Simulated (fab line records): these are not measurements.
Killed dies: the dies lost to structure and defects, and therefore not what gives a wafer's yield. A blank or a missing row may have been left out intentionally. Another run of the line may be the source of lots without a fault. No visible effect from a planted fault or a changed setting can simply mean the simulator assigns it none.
A struck lot beside a sound one + flow nand harc + 13 out of 1302 route steps
Sound: the wafers L397.1, L397.2, L397.3. The struck wafers were L401.2, L401.4, L401.5. At the end, the cause is stated.
Each step with rows lists, per side, the tool, then ch with its chambers, then its first start. Under that, the readings that differ: sound wafers + struck wafers + difference of the means + sigmas: that difference in standard deviations of wafers without a fault.
alike: same words and numbers on both sides, and readings whose means sit less than 2 such deviations apart. not compared: any withheld reading, any reading some wafer has no value for, any bound like >300 that may hide the same value, and any number with overlapping values for which the record gives no deviation.
A row with sigmas, a row that says differs or no value, or rows on one side alone: a step with any of these is where the two part. When numbers do not overlap yet have no deviation, they are printed without sigmas and do not part them. A reading that every wafer of one side lacks parts them only if that side has two wafers or more.

first, 10 steps without rows for these wafers: NHARC_A_STAIRCASE_SRD_208; NHARC_A_STAIRCASE_DEHYDRATE_209 (time 120 s); NHARC_A_STAIRCASE_HMDS_210 (time 30 s); NHARC_A_STAIRCASE_COAT_211; NHARC_A_STAIRCASE_SOFTBAKE_212 (time 170 s); NHARC_A_STAIRCASE_EBR_213; NHARC_A_STAIRCASE_EXPOSE_214 (exposes mask STAIR 3); NHARC_A_STAIRCASE_PEB_215 (peb time 130 s); NHARC_A_STAIRCASE_DEVELOP_216 (time 140 s); NHARC_A_STAIRCASE_HARDBAKE_218 (time 140 s).
NHARC_A_STAIRCASE_DESCUM_219: chemistry O2, time 3 s.
  sound on rie diel-09 ch 0,1,2, day 18 08:41; struck on rie diel-05 ch 0,1,2, day 20 13:56
  alike: drypump motor current A, oes product au, rf vpp V, showerhead plenum p Torr, throttle valve pct
  not compared: rf hours counter h
NHARC_A_STAIRCASE_TRIM_220: chemistry O2, time 211.2 s.
  sound on rie diel-09 ch 0,2,3, day 18 08:47; struck on rie diel-05 ch 0,2,3, day 20 14:02
| reading               | sound             | struck            | difference | sigmas |
|-----------------------|-------------------|-------------------|------------|--------|
| oes product au (a.u.) | 0.988 0.986 0.995 | 1.202 1.214 1.209 | +0.219     | +22    |
  alike: drypump motor current A, rf vpp V, showerhead plenum p Torr, throttle valve pct
  not compared: rf hours counter h
NHARC_A_STAIRCASE_ETCH_221: etches the open film in C4F8/O2, target depth 100 nm, time 40.5 s.
  sound on rie diel-09 ch 0,1,3; struck on rie diel-05 ch 1,3
| reading               | sound             | struck            | difference | sigmas |
|-----------------------|-------------------|-------------------|------------|--------|
| oes product au (a.u.) | 0.966 0.937 0.961 | 0.926 0.921 0.921 | -0.032     | -2     |
  alike: rf fwd power W, rf vpp V
  not compared: rf hours counter h

WHERE THEY PART
Earliest at NHARC_A_STAIRCASE_TRIM_220; latest, in this record, at NHARC_A_STAIRCASE_ETCH_221.

WHY: the cause the simulator had injected
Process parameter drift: rie diel-05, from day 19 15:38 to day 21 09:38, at NHARC_A_STAIRCASE_TRIM_220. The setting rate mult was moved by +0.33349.
